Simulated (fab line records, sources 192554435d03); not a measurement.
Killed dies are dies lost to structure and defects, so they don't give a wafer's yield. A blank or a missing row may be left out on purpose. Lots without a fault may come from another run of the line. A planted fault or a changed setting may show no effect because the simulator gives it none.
A struck lot beside a sound one | flow n5_finfet | 33 steps out of a route of 1938
Sound: wafers L183.3, L183.5, L183.6. Struck: wafer L194.6. (L194.2, L194.3 of the same lot were not struck and are left out.) The cause comes at the end.
At each step with rows: each side's tool, then ch and its chambers, then its first start. Under that, the readings that differ: sound wafers | struck wafers | difference of the means | sigmas: that difference in standard deviations of wafers without a fault.
alike: readings whose means differ by less than 2 such deviations, and words and numbers that are the same on both sides. not compared: withheld readings, readings that some wafer has no value for, bounds like >300 that may hide the same value, and numbers for which the record gives no deviation and whose values overlap.
The two part at a step that has a row with sigmas, a row that says differs or no value, or rows on one side only. Numbers that don't overlap but have no deviation are shown without sigmas and don't part them. A reading that every wafer of one side lacks parts them only if that side has two wafers or more.

first, 11 steps without rows for these wafers: N5_BEOL_M15_ETCH_38 (etches SiCN in CF4/N2, target depth 106.4 nm, time 120.5 s); N5_BEOL_M15_PRECLEAN_39 (cleans in residue remover, time 60 s); N5_BEOL_M15_SRD_40 (time 30 s, dry time 30 s); N5_BEOL_M15_DEGAS_41 (time 60 s); N5_BEOL_M15_PRE_CLEAN_42 (time 30 s); N5_BEOL_M15_SPUTTER_43 (material TaN, target thk 15 nm, time 24.19 s); N5_BEOL_M15_SPUTTER_44 (material Ta, target thk 15 nm, time 24.19 s); N5_BEOL_M15_SPUTTER_45 (material Cu, target thk 100 nm, time 16.67 s); N5_BEOL_M15_ECD_47 (material Cu, target thk 1860 nm); N5_BEOL_M15_ANNEAL_48 (time 90 s); N5_BEOL_M15_CMP_49 (polishes, stops on SiO2, t overpolish 4.9 s, target thk 850 nm).
N5_BEOL_M15_PRE_CLEAN_52: time 15 s.
  sound on pecvd-02 ch 0,1,2, day 12 14:10; struck on pecvd-02 ch 0,1,2, day 15 21:51
then, 1 step without rows for these wafers: N5_BEOL_M15_DEP_53 (deposits SiCN from 3MS/NH3, target thk 50 nm, time 17.8 s).
N5_BEOL_M15_INSPECT_55: inspects for defects (darkfield).
  sound on defect_inspect-01, day 12 14:17; struck on defect_inspect-02, day 15 21:58
  reading          | sound    | struck | difference | sigmas
  raw_defect_count | 60 36 61 | 1206   | +1154      | +48
then, 16 steps without rows for these wafers: N5_PASSIVATION_PECVD_00 (deposits SiO2 from SiH4/N2O, target thk 200 nm, time 11.2 s); N5_MIM_BOT_DEGAS_01 (time 60 s); N5_MIM_BOT_SPUTTER_00 (material TiN, target thk 35 nm, time 89.7 s); N5_MIM_TOP_ALD_00 (deposits Al2O3, purge time 3 s, co reactant pulse time 3 s); N5_MIM_TOP_ALD_01 (deposits HfO2, target thk 5.6 nm, pulse time 1 s, purge time 3 s); N5_MIM_TOP_ALD_02 (deposits Al2O3, purge time 3 s, co reactant pulse time 3 s); N5_MIM_TOP_DEGAS_04 (time 60 s); N5_MIM_TOP_SPUTTER_03 (material TiN, target thk 35 nm, time 89.7 s); N5_MIM_TOP_LITHO_HMDS_01 (time 60 s); N5_MIM_TOP_LITHO_COAT_02; N5_MIM_TOP_LITHO_EBR_04; N5_MIM_TOP_LITHO_SOFTBAKE_03 (time 90 s); N5_MIM_TOP_LITHO_EXPOSE_05 (exposes mask MIM TOP, target cd 2000 nm); N5_MIM_TOP_LITHO_PEB_06; N5_MIM_TOP_LITHO_DEVELOP_07 (develop time 60 s); N5_MIM_TOP_LITHO_HARDBAKE_09 (time 120 s).
N5_MIM_TOP_LITHO_INSPECT_12: inspects for defects (macro).
  sound on defect_inspect-01, day 12 19:08; struck on defect_inspect-02, day 16 02:31
  reading          | sound | struck | difference | sigmas
  raw_defect_count | 2 2 3 | >300   | differs    |
then, 1 step without rows for these wafers: N5_MIM_TOP_LITHO_DESCUM_10 (chemistry O2, time 7.9 s).
N5_PASSIVATION_PROBE_49:
  sound on prober-01, day 13 05:25; struck on prober-02, day 16 14:22
  reading                  | sound          | struck | difference | sigmas
  defect_limited_yield (%) | 92.1 91.4 91.2 | 83.6   | -8.0       | -6
  killed_at_M4_up          | 20 13 15       | 102    | +86        | +15
  killed_dies              | 93 102 104     | 194    | +94        | +6
  killed_on_rim            | 10 17 12       | 32     | +19        | +4
  sort_bin_5_function (%)  | 4.4 4.8 5.0    | 9.4    | +4.7       | +5
  sort_n_pass              | 1087 1078 1076 | 986    | -94        | -6
  sort_yield_pct (%)       | 92.1 91.4 91.2 | 83.6   | -8.0       | -6
  alike: killed_at_M0_to_M3, killed_at_contacts, killed_at_front_end, killed_at_other, killed_open, killed_short, sort_bin_6_memory

WHERE THEY PART
First at N5_BEOL_M15_INSPECT_55; last, within this record, at N5_PASSIVATION_PROBE_49.

WHY: what the simulator had put in
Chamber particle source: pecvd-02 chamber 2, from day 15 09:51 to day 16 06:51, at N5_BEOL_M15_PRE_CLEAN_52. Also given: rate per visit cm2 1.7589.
